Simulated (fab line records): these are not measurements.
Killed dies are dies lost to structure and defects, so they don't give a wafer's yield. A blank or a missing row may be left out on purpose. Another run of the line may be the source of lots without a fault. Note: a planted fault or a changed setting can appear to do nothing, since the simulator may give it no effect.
fab line records | flow nand-harc
[record] lots = 11 | wafers = 33 | last-day = 33
route steps=1302 shown P_STI@89 P_GATE@146
lots untouched by any fault: they come from a run of this same line in which no faults occurred
start-h: start of the lot's first displayed wafer, in hours after the record's first day | wait-h: hours from the lot's prior step to this one | " identical to the entry in the row above | L1.1+2: several wafers, shown together as one row | - no value, or no start given | * or withheld: withheld | < > ~ a bound
route shown NAME@n: a module of which the file shows steps, and the number in the route of the first | usual: average and standard deviation across the fault-free wafers | same: alike in all rows | chamber/n: place in a boat | sites: readings site by site | _std_site: their standard deviation | _edge_site: mean of outer sites minus mean of inner sites | radius-mm: for every site, how far away it sits from the centre of the wafer | mask NAME#n: copy n | behind: the last tool/chamber to shape the wafer | hold: why the lot went on hold/how many hours it stayed there/how the hold came to an end | device: transistor that didn't switch, given as n, p or np | end of line: the route-end tests of the same wafers | a step without rows: its recipe alone | killed: at the first sort, the dies lost to defects and structure; wafer yield is something else | map: dies across one wafer; x = killed, . = not, _ = none there
set.NAME: setting as actually run; set.NAME@STEP: the setting as run at that earlier step | model.NAME: the simulator's own value behind a step, which no gauge read
a sample of lots followed through the steps of the route, with each step as a table and each wafer as a row
services: when a tool's chamber went out of use (start-h, in hours from the record's first day, below 0 if earlier), for how many hours, and the reason
[[steps]]
[step NHARC_P_STI_ETCH_31]
[recipe] target-depth-a = 1089 | time-s = 54.5 | cf4-flow-sccm = 100 | chf3-flow-sccm = 30 | ar-flow-sccm = 0 | rf-w = 500 | bias-w = 200 | chemistry = CF4/CHF3
[usual] drypump-motor-current-A = 5.6/0.46 | oes-product-au = 0.967/0.017 | rf-vpp-V = 371.6/2.5 | showerhead-plenum-p-Torr = 1.60/0.076 | throttle-valve-pct = 16.804/0.0087
lot.wafer | tool        | chamber | start-h | wait-h | drypump-motor-current-A | oes-product-au | rf-hours-counter-h | rf-vpp-V | showerhead-plenum-p-Torr | throttle-valve-pct
L283.4    | rie-diel-03 | 2       | -       | -      | 5.9                     | 0.975          | 7                  | 374.0    | 1.67                     | 16.807
L283.2    | "           | 1       | "       | "      | 6.0                     | 0.965          | 7                  | 369.3    | 1.50                     | 16.815
L283.5    | "           | 2       | "       | "      | 5.8                     | 0.971          | -                  | 374.4    | 1.67                     | 16.813
L285.4    | rie-diel-06 | 3       | -       | -      | 6.0                     | 0.957          | 10                 | 369.6    | 1.56                     | 16.789
L285.6    | "           | 2       | "       | "      | 5.1                     | 0.979          | -                  | 374.2    | 1.68                     | 16.805
L285.5    | "           | 3       | "       | "      | 5.9                     | 0.953          | -                  | 370.3    | 1.56                     | 16.801
L286.4    | rie-diel-01 | 1       | -       | -      | 4.9                     | 0.980          | 2                  | 373.6    | 1.65                     | 16.802
L286.1    | "           | 2       | "       | "      | 5.8                     | 0.954          | 2                  | 367.8    | 1.49                     | 16.818
L286.6    | "           | 0       | "       | "      | 5.4                     | 0.968          | -                  | 371.6    | 1.60                     | 16.788
L287.1    | rie-diel-01 | 0       | -       | -      | 5.4                     | 0.961          | 2                  | 372.6    | 1.60                     | 16.821
L287.4    | "           | 1       | "       | "      | 4.9                     | 0.982          | 3                  | 374.4    | 1.65                     | 16.801
L287.5    | "           | 1       | "       | "      | 4.9                     | 0.984          | -                  | 372.9    | 1.65                     | 16.811
L289.4    | rie-diel-01 | 3       | -       | -      | 4.8                     | 0.963          | 5                  | 373.9    | 1.69                     | 16.793
L289.5    | "           | 2       | "       | "      | 5.7                     | 0.950          | -                  | 367.9    | 1.49                     | 16.795
L289.6    | "           | 3       | "       | "      | 4.9                     | 0.963          | -                  | 374.2    | 1.69                     | 16.804
L293.1    | rie-diel-03 | 2       | -       | -      | 5.9                     | 0.934          | 3                  | 374.4    | 1.67                     | 16.796
L293.4    | "           | 3       | "       | "      | 6.1                     | 0.918          | 3                  | 374.7    | 1.68                     | 16.781
L293.5    | "           | 3       | "       | "      | 6.1                     | 0.927          | -                  | 374.3    | 1.68                     | 16.806
L296.1    | rie-diel-06 | 1       | -       | -      | 5.7                     | 0.988          | 5                  | 371.9    | 1.62                     | 16.802
L296.2    | "           | 2       | "       | "      | 5.1                     | 0.983          | 6                  | 375.0    | 1.68                     | 16.800
L296.6    | "           | 1       | "       | "      | 5.7                     | 0.987          | -                  | 372.5    | 1.62                     | 16.800
L297.2    | rie-diel-03 | 3       | -       | -      | 6.1                     | 0.972          | 5                  | 373.3    | 1.68                     | 16.807
L297.4    | "           | 0       | "       | "      | 5.1                     | 0.977          | 6                  | 368.8    | 1.50                     | 16.800
L297.5    | "           | 3       | "       | "      | 6.1                     | 0.962          | -                  | 372.8    | 1.68                     | 16.815
L302.2    | rie-diel-03 | 2       | -       | -      | 5.9                     | 0.969          | 7                  | 373.1    | 1.66                     | 16.805
L302.6    | "           | 3       | "       | "      | 6.1                     | 0.956          | -                  | 375.0    | 1.68                     | 16.809
L302.4    | "           | 1       | "       | "      | 6.0                     | 0.985          | -                  | 365.8    | 1.49                     | 16.807
L303.1    | rie-diel-06 | 1       | -       | -      | 5.7                     | 0.957          | 11                 | 371.5    | 1.62                     | 16.797
L303.3    | "           | 2       | "       | "      | 5.1                     | 0.946          | 12                 | 373.8    | 1.67                     | 16.794
L303.6    | "           | 1       | "       | "      | 5.7                     | 0.959          | -                  | 373.0    | 1.62                     | 16.808
L304.1    | rie-diel-03 | 1       | -       | -      | 6.1                     | 0.993          | 8                  | 368.7    | 1.49                     | 16.802
L304.4    | "           | 3       | "       | "      | 6.1                     | 0.948          | 9                  | 373.7    | 1.68                     | 16.798
L304.5    | "           | 1       | "       | "      | 6.1                     | 1.000          | -                  | 367.9    | 1.49                     | 16.809
[step NHARC_P_STI_ETCH_15]
[recipe] target-depth-a = 3000 | taper-deg = 4 | time-s = 100.1 | hbr-flow-sccm = 150 | cl2-flow-sccm = 50 | rf-w = 400 | icp-w = 400 | bias-w = 100 | chemistry = HBr/Cl2
[usual] drypump-motor-current-A = 5.8/0.61 | mfc-cl2-sccm = 49.98/0.15 | oes-product-au = 0.996/0.01 | throttle-valve-pct = 26.407/0.0095
lot.wafer | tool      | chamber | start-h | wait-h | drypump-motor-current-A | mfc-cl2-sccm | oes-product-au | rf-hours-counter-h | throttle-valve-pct
L283.4    | rie-si-05 | 2       | 67.54   | -      | 6.0                     | 49.88        | 1.000          | 0.8                | 26.415
L283.2    | "         | 0       | "       | "      | 5.5                     | 49.97        | 1.003          | 0.8                | 26.408
L283.5    | "         | 2       | "       | "      | 6.0                     | 50.17        | 0.995          | -                  | 26.404
L285.4    | rie-si-04 | 0       | 83.72   | -      | 5.5                     | 49.80        | 1.004          | 0.4                | 26.393
L285.5    | "         | 0       | "       | "      | 5.5                     | 49.96        | 1.005          | -                  | 26.386
L285.6    | "         | 1       | "       | "      | 5.8                     | 49.89        | 0.991          | -                  | 26.409
L286.4    | rie-si-05 | 0       | 92.89   | -      | 5.5                     | 50.01        | 1.010          | 0.9                | 26.415
L286.1    | "         | 2       | "       | "      | 6.0                     | 49.74        | 0.999          | 1.0                | 26.409
L286.6    | "         | 1       | "       | "      | 5.2                     | 49.97        | 0.980          | -                  | 26.410
L287.1    | rie-si-05 | 0       | 105.23  | -      | 5.5                     | 49.96        | 0.988          | 1.0                | 26.401
L287.4    | "         | 1       | "       | "      | 5.2                     | 50.04        | 0.980          | 1.0                | 26.401
L287.5    | "         | 2       | "       | "      | 6.0                     | 49.93        | 0.984          | -                  | 26.413
L289.6    | rie-si-04 | 2       | 126.28  | -      | 6.2                     | 50.20        | 0.993          | -                  | 26.424
L289.4    | "         | 3       | "       | "      | 6.7                     | 50.11        | 1.005          | -                  | 26.419
L289.5    | "         | 1       | "       | "      | 5.9                     | 49.84        | 0.998          | -                  | 26.398
L293.1    | rie-si-05 | 1       | 163.29  | -      | 5.2                     | 49.89        | 1.000          | 0.2                | 26.416
L293.4    | "         | 0       | "       | "      | 5.4                     | 50.21        | 0.997          | 0.1                | 26.415
L293.5    | "         | 1       | "       | "      | 5.2                     | 49.83        | 0.994          | -                  | 26.401
L296.1    | rie-si-04 | 2       | 196.07  | -      | 6.2                     | 50.14        | 0.990          | 0.2                | 26.409
L296.2    | "         | 1       | "       | "      | 5.9                     | 49.85        | 0.992          | 0.1                | 26.420
L296.6    | "         | 3       | "       | "      | 6.7                     | 49.95        | 1.005          | -                  | 26.406
L297.2    | rie-si-04 | 3       | 205.26  | -      | 6.7                     | 50.28        | 1.013          | 0.3                | 26.401
L297.4    | "         | 2       | "       | "      | 6.2                     | 49.99        | 1.002          | 0.3                | 26.403
L297.5    | "         | 3       | "       | "      | 6.7                     | 49.99        | 1.002          | -                  | 26.404
L302.2    | rie-si-02 | 0       | 253.86  | -      | 5.2                     | 49.84        | 0.985          | 0.8                | 26.413
L302.4    | "         | 3       | "       | "      | 6.8                     | 49.94        | 1.016          | 1.1                | 26.411
L302.6    | "         | 1       | "       | "      | 6.4                     | 50.30        | 0.985          | -                  | 26.401
L303.1    | rie-si-04 | 3       | 265.34  | -      | 6.7                     | 49.66        | 0.998          | 0.6                | 26.401
L303.3    | "         | 0       | "       | "      | 5.5                     | 50.16        | 1.000          | 0.5                | 26.417
L303.6    | "         | 0       | "       | "      | 5.5                     | 50.07        | 1.004          | -                  | 26.415
L304.4    | rie-si-05 | 0       | 280.96  | -      | 5.5                     | 49.91        | 0.984          | 0.6                | 26.413
L304.1    | "         | 2       | "       | "      | 6.0                     | 50.00        | 1.018          | 0.9                | 26.406
L304.5    | "         | 3       | "       | "      | 5.0                     | 49.88        | 1.002          | -                  | 26.381
[step NHARC_P_GATE_HM_OPEN_105]
[recipe] target-depth-a = 3600 | o2-flow-sccm = 400 | cos-flow-sccm = 20 | ar-flow-sccm = 0 | rf-w = 500 | bias-w = 300 | chemistry = O2/COS
[usual] drypump-motor-current-A = 5.4/0.41 | oes-product-au = 0.998/0.012 | rf-vpp-V = 467/3.3 | showerhead-plenum-p-Torr = 3.10/0.15 | throttle-valve-pct = 28.330/0.0089
lot.wafer | tool        | chamber | start-h | wait-h | drypump-motor-current-A | oes-product-au | rf-hours-counter-h | rf-vpp-V | showerhead-plenum-p-Torr | throttle-valve-pct
L283.4    | rie-diel-08 | 3       | -       | -      | 4.9                     | 0.994          | 4                  | 468      | 3.21                     | 28.326
L283.2    | "           | 2       | "       | "      | 5.4                     | 1.004          | 4                  | 468      | 3.21                     | 28.322
L283.5    | "           | 3       | "       | "      | 4.8                     | 0.990          | -                  | 470      | 3.21                     | 28.327
L285.4    | rie-diel-08 | 3       | -       | -      | 4.9                     | 0.983          | 4                  | 469      | 3.21                     | 28.330
L285.5    | "           | 2       | "       | "      | 5.5                     | 1.000          | -                  | 469      | 3.21                     | 28.343
L285.6    | "           | 3       | "       | "      | 4.8                     | 0.987          | -                  | 468      | 3.21                     | 28.327
L286.1    | rie-diel-07 | 1       | -       | -      | 5.1                     | 1.007          | 1                  | 465      | 2.99                     | 28.338
L286.4    | "           | 3       | "       | "      | 5.4                     | 0.997          | 1                  | 471      | 3.34                     | 28.319
L286.6    | "           | 1       | "       | "      | 5.1                     | 1.010          | -                  | 464      | 2.99                     | 28.337
L287.4    | rie-diel-07 | 0       | -       | -      | 5.4                     | 0.978          | 1                  | 465      | 2.97                     | 28.332
L287.1    | "           | 2       | "       | "      | 5.9                     | 1.000          | 1                  | 470      | 3.29                     | 28.342
L287.5    | "           | 0       | "       | "      | 5.4                     | 0.988          | -                  | 465      | 2.97                     | 28.319
L289.4    | rie-diel-08 | 0       | -       | -      | 5.9                     | 1.026          | 7                  | 464      | 2.93                     | 28.331
L289.5    | "           | 0       | "       | "      | 5.9                     | 1.025          | -                  | 463      | 2.93                     | 28.324
L289.6    | "           | 1       | "       | "      | 4.9                     | 1.003          | -                  | 465      | 2.96                     | 28.325
L293.1    | rie-diel-07 | 3       | -       | -      | 5.3                     | 0.994          | 2                  | 472      | 3.34                     | 28.334
L293.4    | "           | 1       | "       | "      | 5.1                     | 1.016          | 2                  | 463      | 2.99                     | 28.355
L293.5    | "           | 0       | "       | "      | 5.4                     | 0.985          | -                  | 463      | 2.96                     | 28.322
L296.2    | rie-diel-05 | 1       | -       | -      | 5.3                     | 0.979          | 1                  | 464      | 2.92                     | 28.335
L296.1    | "           | 0       | "       | "      | 5.6                     | 0.992          | 1                  | 465      | 3.04                     | 28.327
L296.6    | "           | 1       | "       | "      | 5.3                     | 0.990          | -                  | 464      | 2.92                     | 28.327
L297.2    | rie-diel-05 | 3       | -       | -      | 5.0                     | 0.996          | 3                  | 471      | 3.29                     | 28.318
L297.4    | "           | 1       | "       | "      | 5.3                     | 0.998          | 2                  | 462      | 2.92                     | 28.328
L297.5    | "           | 3       | "       | "      | 5.0                     | 1.005          | -                  | 470      | 3.29                     | 28.335
L302.2    | rie-diel-07 | 1       | -       | -      | 5.1                     | 1.023          | 2                  | 465      | 2.98                     | 28.337
L302.4    | "           | 3       | "       | "      | 5.3                     | 0.999          | 1                  | 472      | 3.34                     | 28.340
L302.6    | "           | 2       | "       | "      | 5.9                     | 0.996          | -                  | 470      | 3.29                     | 28.317
L303.1    | rie-diel-05 | 3       | -       | -      | 5.0                     | 0.983          | 8                  | 470      | 3.29                     | 28.350
L303.3    | "           | 0       | "       | "      | 5.6                     | 0.973          | 7                  | 466      | 3.03                     | 28.331
L303.6    | "           | 0       | "       | "      | 5.6                     | 0.978          | -                  | 466      | 3.03                     | 28.322
L304.1    | rie-diel-08 | 0       | -       | -      | 5.9                     | 1.018          | 11                 | 462      | 2.92                     | 28.331
L304.4    | "           | 1       | "       | "      | 4.9                     | 0.995          | 13                 | 464      | 2.95                     | 28.325
L304.5    | "           | 0       | "       | "      | 5.9                     | 1.022          | -                  | 463      | 2.92                     | 28.325
[step NHARC_P_GATE_ETCH_32]
[recipe] target-depth-a = 1500 | over-etch-frac = 1 | over-etch-ion-energy-ev = 40 | time-s = 100.1 | hbr-flow-sccm = 150 | cl2-flow-sccm = 50 | rf-w = 400 | icp-w = 400 | bias-w = 100 | chemistry = HBr/Cl2
[usual] drypump-motor-current-A = 5.7/0.46 | mfc-cl2-sccm = 50.00/0.16 | oes-product-au = 0.999/0.0091 | throttle-valve-pct = 26.406/0.0094
lot.wafer | tool      | chamber | start-h | wait-h | drypump-motor-current-A | mfc-cl2-sccm | oes-product-au | rf-hours-counter-h | throttle-valve-pct
L283.4    | rie-si-01 | 0       | 124.20  | -      | 5.9                     | 50.20        | 0.986          | 0.54               | 26.405
L283.2    | "         | 1       | "       | "      | 5.3                     | 49.77        | 0.995          | 0.49               | 26.417
L283.5    | "         | 0       | "       | "      | 5.9                     | 50.01        | 0.991          | -                  | 26.411
L285.4    | rie-si-03 | 2       | 134.71  | -      | 5.4                     | 50.09        | 1.017          | 0.47               | 26.403
L285.5    | "         | 0       | "       | "      | 5.0                     | 50.08        | 0.990          | -                  | 26.395
L285.6    | "         | 1       | "       | "      | 6.3                     | 50.33        | 0.998          | -                  | 26.408
L286.1    | rie-si-01 | 2       | 149.57  | -      | 5.5                     | 50.03        | 0.996          | 0.65               | 26.405
L286.4    | "         | 3       | "       | "      | 6.5                     | 50.08        | 1.001          | 0.68               | 26.417
L286.6    | "         | 1       | "       | "      | 5.3                     | 50.07        | 0.990          | -                  | 26.393
L287.4    | rie-si-03 | 3       | 160.39  | -      | 5.5                     | 50.13        | 1.000          | 0.57               | 26.406
L287.1    | "         | 2       | "       | "      | 5.4                     | 50.03        | 1.006          | 0.60               | 26.391
L287.5    | "         | 0       | "       | "      | 5.0                     | 49.83        | 1.004          | -                  | 26.421
L289.4    | rie-si-03 | 3       | 177.01  | -      | 5.5                     | 50.08        | 1.003          | 0.70               | 26.395
L289.6    | "         | 0       | "       | "      | 5.0                     | 49.80        | 1.003          | -                  | 26.403
L289.5    | "         | 1       | "       | "      | 6.3                     | 50.21        | 0.990          | -                  | 26.414
L293.4    | rie-si-03 | 0       | 216.04  | -      | 5.0                     | 49.88        | 0.993          | 1.17               | 26.420
L293.1    | "         | 3       | "       | "      | 5.5                     | 49.97        | 0.986          | 0.96               | 26.421
L293.5    | "         | 0       | "       | "      | 5.0                     | 49.83        | 1.005          | -                  | 26.410
L296.1    | rie-si-03 | 1       | 246.79  | -      | 6.2                     | 49.90        | 1.014          | 0.11               | 26.398
L296.2    | "         | 2       | "       | "      | 5.4                     | 40.11        | 1.007          | 0.06               | 25.832
L296.6    | "         | 0       | "       | "      | 5.0                     | 49.93        | 1.010          | -                  | 26.410
L297.4    | rie-si-03 | 2       | 266.42  | -      | 5.4                     | 40.09        | 1.000          | 0.19               | 25.820
L297.2    | "         | 0       | "       | "      | 5.0                     | 50.05        | 0.990          | 0.28               | 26.403
L297.5    | "         | 1       | "       | "      | 6.3                     | 50.13        | 0.999          | -                  | 26.409
L302.2    | rie-si-01 | 3       | 317.55  | -      | 6.5                     | 50.09        | 0.997          | 0.77               | 26.396
L302.4    | "         | 0       | "       | "      | 5.9                     | 49.96        | 0.987          | 0.72               | 26.409
L302.6    | "         | 2       | "       | "      | 5.5                     | 49.80        | 0.990          | -                  | 26.413
L303.3    | rie-si-01 | 1       | 324.38  | -      | 5.3                     | 50.17        | 0.998          | 0.73               | 26.415
L303.1    | "         | 3       | "       | "      | 6.5                     | 50.06        | 0.994          | 0.81               | 26.396
L303.6    | "         | 1       | "       | "      | 5.3                     | 50.16        | 1.012          | -                  | 26.400
L304.4    | rie-si-01 | 2       | 337.78  | -      | 5.6                     | 50.00        | 0.998          | 0.89               | 26.397
L304.1    | "         | 0       | "       | "      | 5.9                     | 49.99        | 1.013          | 0.85               | 26.405
L304.5    | "         | 2       | "       | "      | 5.6                     | 50.09        | 0.994          | -                  | 26.415
[[services]]
tool        | chamber | start-h | hours | kind
rie-si-03   | -       | 44.00   | 9.0   | pm
rie-si-01   | 3       | 61.80   | 1.4   | repair
rie-diel-03 | -       | 104.30  | 9.0   | pm
rie-si-05   | -       | 112.78  | 0.4   | repair
rie-diel-03 | 1       | 116.00  | 6.8   | repair
rie-si-04   | 0       | 120.97  | 5.7   | repair
rie-si-05   | -       | 128.00  | 9.0   | pm
rie-si-03   | 1       | 138.18  | 1.4   | repair
rie-si-01   | 2       | 151.25  | 2.7   | repair
rie-si-04   | -       | 165.00  | 9.0   | pm
rie-si-03   | 0       | 166.74  | 4.8   | repair
rie-si-05   | 0       | 167.36  | 8.2   | repair
rie-diel-03 | 1       | 169.93  | 6.0   | repair
rie-diel-03 | 3       | 184.88  | 14.9  | repair
rie-si-05   | -       | 192.33  | 0.2   | repair
rie-si-01   | -       | 193.00  | 9.0   | pm
rie-diel-03 | 2       | 219.86  | 4.2   | repair
rie-si-03   | -       | 221.00  | 9.0   | pm
rie-diel-03 | 0       | 230.78  | 4.5   | repair
rie-diel-03 | 0       | 252.70  | 7.2   | repair
rie-si-03   | 3       | 262.58  | 3.8   | repair
rie-diel-03 | -       | 281.30  | 9.0   | pm
rie-si-01   | 0       | 288.43  | 2.5   | repair
rie-si-05   | 1       | 293.44  | 1.9   | repair
[[key]]
[first-sign] step = NHARC_P_GATE_ETCH_32 | reading = mfc-cl2-sccm | direction = down | sigmas = 64 | usual = 50.00 | struck = 40.10
[effect] step = NHARC_P_GATE_ETCH_32 | reading = throttle-valve-pct | direction = down | sigmas = 62 | usual = 26.406 | struck = 25.826
met-at NHARC_P_GATE_ETCH_32
struck-lots L296,L297
struck-wafers L296.2,L297.4
tester-left-out L296,L297
not-acting-at NHARC_P_STI_ETCH_31,NHARC_P_STI_ETCH_15,NHARC_P_GATE_HM_OPEN_105
onset-between 160.39 246.79
[fault] kind = process-parameter-drift | tool = rie-si-03 | chamber = 2 | onset-h = 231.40 | steps = NHARC_P_GATE_ETCH_32 | channel = cl2-flow-sccm | offset = * | shape = step | end-h = 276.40 | acts-in = * | stated = *
// tester-left-out: of these lots the tester's yield and bins aren't shown, on N5 and GAA mostly nor the transistor test; their killed dies are dies lost to structure and defects alone, not to doping, threshold or leakage, so they don't give the yield
